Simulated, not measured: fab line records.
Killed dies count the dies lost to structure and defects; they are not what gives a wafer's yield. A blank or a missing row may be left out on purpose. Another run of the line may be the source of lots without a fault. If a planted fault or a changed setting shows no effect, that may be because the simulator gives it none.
Which tool did it? ; flow n5Finfet ; 10 lots with 30 wafers sampled at 6 steps, on a route of 1938 steps

WHAT EACH GAUGE READ, for each wafer
N5_MOL_CONTACT_COAG_THK_MEAS_53. Usual: VIA_MOL_THK typically reads 43.9 nm, with standard deviation 0.63.
lot;measured;on;VIA_MOL_THK (nm);flag
L659;day 5 20:55;filmMetro-01;43.4 44.3 44.5;
L660;day 5 22:59;filmMetro-02;44.0 44.6 45.0;
L662;day 6 22:13;filmMetro-02;44.8 44.0 44.5;
L665;day 7 01:11;filmMetro-02;43.4 43.9 44.8;
L666;day 7 08:53;filmMetro-01;43.7 43.8 44.5;
L668;day 8 02:40;filmMetro-01;43.6 44.2 44.3;
L670;day 8 08:07;filmMetro-02;44.3 43.8 40.3;
L677;day 10 09:39;filmMetro-01;43.3 44.2 44.9;
L678;day 10 13:10;filmMetro-01;42.4 43.2 43.3;
L679;day 10 16:55;filmMetro-02;43.9 43.5 44.6;

N5_BEOL_M4_RC_MEAS_101. Usual: DIBL_N 36.1 mV/V, standard deviation 2.3; DIBL_P 36 mV/V, standard deviation 3.2; IOFF_N 0.16 nA/um, standard deviation 0.045; IOFF_P 0.21 nA/um, standard deviation 0.049; ION_N 674 uA/um, standard deviation 14; ION_P 462 uA/um, standard deviation 8.4; SS_N 71.6 mV/dec, standard deviation 0.83; SS_P 73.2 mV/dec, standard deviation 0.87; VT_N 249 mV, standard deviation 3.8; VT_P -250 mV, standard deviation 3.4.
lot;measured;on;DIBL_N (mV/V);DIBL_P (mV/V);IOFF_N (nA/um);IOFF_P (nA/um);ION_N (uA/um);ION_P (uA/um);SS_N (mV/dec);SS_P (mV/dec);VT_N (mV);VT_P (mV);flag
L659;day 12 02:29;prober-01;36.3 33.2 36.7;33 30 35;0.14 0.10 0.14;0.18 0.15 0.21;650 672 682;449 459 470;71.9 71.6 72.0;72.9 72.3 73.0;254 255 253;-250 -253 -250;
L660;day 11 20:04;prober-01;39.1 38.2 36.7;42 40 39;0.22 0.20 0.19;0.29 0.26 0.26;686 679 695;468 465 481;72.3 72.0 71.3;74.4 73.7 73.7;246 248 244;-246 -246 -246;
L662;day 13 01:20;prober-02;37.0 38.4 36.7;38 39 37;0.19 0.20 0.19;0.25 0.25 0.23;671 679 683;455 465 464;72.0 72.7 72.6;73.9 74.4 73.6;246 249 250;-247 -249 -249;
L665;day 12 22:52;prober-02;34.9 36.0 34.8;34 36 33;0.12 0.14 0.12;0.15 0.19 0.15;652 668 645;444 456 439;70.7 71.9 70.9;71.9 73.5 72.9;253 251 254;-255 -255 -257;
L666;day 14 01:37;prober-01;31.5 30.9 30.0;30 30 29;0.09 0.09 0.09;0.14 0.14 0.13;645 657 653;446 456 455;70.8 69.4 69.6;72.5 71.8 71.3;257 254 256;-254 -252 -255;
L668;day 14 05:34;prober-02;35.8 35.1 37.7;34 34 37;0.12 0.13 0.16;0.21 0.20 0.25;652 662 675;457 464 465;71.0 71.3 71.9;73.4 71.6 73.4;254 251 251;-251 -249 -247;
L670;day 15 08:49;prober-02;37.5 32.3 33.1;37 30 31;0.18 0.11 0.11;0.23 0.14 0.15;666 656 658;457 448 453;72.6 70.9 71.1;73.9 71.3 72.1;248 255 252;-250 -256 -254;
L677;day 15 22:50;prober-02;37.6 39.2 36.5;38 41 37;0.17 0.21 0.15;0.20 0.28 0.20;673 674 675;458 466 462;71.3 72.2 71.2;73.8 75.1 73.9;248 249 248;-252 -249 -254;
L678;day 17 04:50;prober-02;40.9 40.3 39.2;44 43 41;0.28 0.30 0.26;0.38 0.36 0.31;686 695 685;469 472 464;73.0 72.4 72.8;75.4 74.8 75.0;241 239 243;-241 -240 -243;
L679;day 16 04:26;prober-02;39.9 36.0 35.4;39 34 33;0.22 0.14 0.13;0.24 0.17 0.17;707 661 670;474 450 460;72.3 70.8 70.4;74.2 73.0 72.0;244 250 251;-250 -252 -248;

EACH LOT AND THE TOOL THAT RAN IT (in order: tool; ch and the chambers of the sampled wafers; start)
lot;N5_MOL_CONTACT_COAG_TI_SIL_19;N5_MOL_CONTACT_COAG_ALD_20;N5_MOL_CONTACT_COAG_ANNEAL_113;N5_MOL_CONTACT_COAG_PECVD_31
L659;pvdSputter-01, day 5 06:39;aldMetal-03 ch 1,2,3, day 5 06:46;rtpAnneal-02 ch 0, day 5 08:46;pecvd-02 ch 1,2, day 5 16:52
L660;pvdSputter-02, day 5 08:46;aldMetal-01 ch 0,2, day 5 08:54;rtpAnneal-02 ch 0, day 5 13:52;pecvd-04 ch 0,2, day 5 18:33
L662;pvdSputter-02, day 6 06:49;aldMetal-03 ch 0,1, day 6 06:56;rtpAnneal-01 ch 0, day 6 09:08;pecvd-02 ch 0,1,2, day 6 18:28
L665;pvdSputter-02, day 6 14:31;aldMetal-03 ch 1,2,3, day 6 14:38;rtpAnneal-02 ch 0, day 6 16:37;pecvd-03 ch 0,1,2, day 6 21:26
L666;pvdSputter-01, day 6 20:51;aldMetal-03 ch 0,3, day 6 20:58;rtpAnneal-02 ch 0, day 6 23:07;pecvd-04 ch 0,2, day 7 04:55
L668;pvdSputter-02, day 7 15:23;aldMetal-03 ch 0,1,2, day 7 15:31;rtpAnneal-02 ch 0, day 7 17:40;pecvd-03 ch 0,1, day 7 22:50
L670;pvdSputter-02, day 7 20:20;aldMetal-02 ch 0,3, day 7 20:27;rtpAnneal-01 ch 0, day 7 23:37;pecvd-04 ch 0,1,2, day 8 04:35
L677;pvdSputter-03, day 9 21:32;aldMetal-03 ch 1,2,3, day 9 21:40;rtpAnneal-01 ch 0, day 9 23:47;pecvd-03 ch 0,1,2, day 10 05:42
L678;pvdSputter-02, day 10 01:55;aldMetal-03 ch 0,2,3, day 10 02:04;rtpAnneal-01 ch 0, day 10 03:50;pecvd-02 ch 0,2, day 10 09:17
L679;pvdSputter-03, day 10 03:51;aldMetal-01 ch 1,2,3, day 10 03:58;rtpAnneal-01 ch 0, day 10 05:50;pecvd-02 ch 0,1,2, day 10 13:05
- N5_MOL_CONTACT_COAG_TI_SIL_19: material Ti, target thk 4.2 nm, time 15 s.
- N5_MOL_CONTACT_COAG_ALD_20: deposits TiN, target thk 1.5 nm, pulse time 1 s, purge time 3 s.
- N5_MOL_CONTACT_COAG_ANNEAL_113: time 300 s.
- N5_MOL_CONTACT_COAG_PECVD_31: deposits SiO2 from TEOS/O2, target thk 46 nm, time 8.9 s.

AS READ BY THE TOOLS THEMSELVES (means over the sampled wafers that have a number; for cases with no such wafer, the mark the record gives instead)
N5_MOL_CONTACT_COAG_TI_SIL_19. Usual: throttleValvePct reads 29.9 % (standard deviation 0.65).
lot;tool;throttleValvePct (%);flag
L659;pvdSputter-01;29.6;
L660;pvdSputter-02;30.0;
L662;pvdSputter-02;30.0;
L665;pvdSputter-02;29.8;
L666;pvdSputter-01;30.3;
L668;pvdSputter-02;29.8;
L670;pvdSputter-02;30.1;
L677;pvdSputter-03;30.0;
L678;pvdSputter-02;29.7;
L679;pvdSputter-03;30.4;

N5_MOL_CONTACT_COAG_ALD_20. Usual: heaterPowerW 926 W, standard deviation 100; precursorPulseHeightRel 1.001, standard deviation 0.018.
lot;tool;heaterPowerW (W);precursorPulseHeightRel;flag
L659;aldMetal-03;967;0.991;
L660;aldMetal-01;827;1.007;
L662;aldMetal-03;995;1.006;
L665;aldMetal-03;951;1.002;
L666;aldMetal-03;973;0.988;
L668;aldMetal-03;945;1.006;
L670;aldMetal-02;887;0.996;
L677;aldMetal-03;975;1.023;
L678;aldMetal-03;928;1.014;
L679;aldMetal-01;885;1.014;

N5_MOL_CONTACT_COAG_ANNEAL_113. Usual: lampPowerPct 2.77 %, standard deviation 0.17; wafer_temp_C_max 401.9, standard deviation 0.46.
lot;tool;lampPowerPct (%);wafer_temp_C_max;flag
L659;rtpAnneal-02;2.65;401.5;
L660;rtpAnneal-02;2.65;401.8;
L662;rtpAnneal-01;3.01;401.7;
L665;rtpAnneal-02;2.65;401.8;
L666;rtpAnneal-02;2.65;402.1;
L668;rtpAnneal-02;2.64;401.8;
L670;rtpAnneal-01;3.02;402.5;
L677;rtpAnneal-01;3.01;401.7;
L678;rtpAnneal-01;3.02;402.0;
L679;rtpAnneal-01;3.01;402.1;

N5_MOL_CONTACT_COAG_PECVD_31. Usual: susceptorTempC reads 400.02 C (standard deviation 0.23).
lot;tool;susceptorTempC (C);flag
L659;pecvd-02;400.00;
L660;pecvd-04;400.09;
L662;pecvd-02;399.81;
L665;pecvd-03;400.04;
L666;pecvd-04;400.21;
L668;pecvd-03;400.02;
L670;pecvd-04;404.97;OFF
L677;pecvd-03;399.92;
L678;pecvd-02;400.18;
L679;pecvd-02;400.08;

THE ANSWER, worked out from the rows above alone
Rule: a lot is off if the mean of its wafers that have a number lies more than 3 standard deviations from the usual mean. Also off: a lot with no number at a reading for which 4 or more lots have one. All remaining lots with rows at the step are treated as sound. Order of review: gauges by route order, followed by the tools' own readings, for which a lot's mean as printed above is used. The first step at which some lot is off is used, and at that step the reading that is off furthest; a lot without a number counts as furthest.
Off: L670 (N5_MOL_CONTACT_COAG_PECVD_31, susceptorTempC).
A tool fits if, at that step or a process step before it, it ran every lot that is off, and no sound lot after the first of them. Undecided on this evidence; 2 tools fit (aldMetal-02 at N5_MOL_CONTACT_COAG_ALD_20, pecvd-04 at N5_MOL_CONTACT_COAG_PECVD_31).

WHAT HAD BEEN PUT IN BY THE SIMULATOR
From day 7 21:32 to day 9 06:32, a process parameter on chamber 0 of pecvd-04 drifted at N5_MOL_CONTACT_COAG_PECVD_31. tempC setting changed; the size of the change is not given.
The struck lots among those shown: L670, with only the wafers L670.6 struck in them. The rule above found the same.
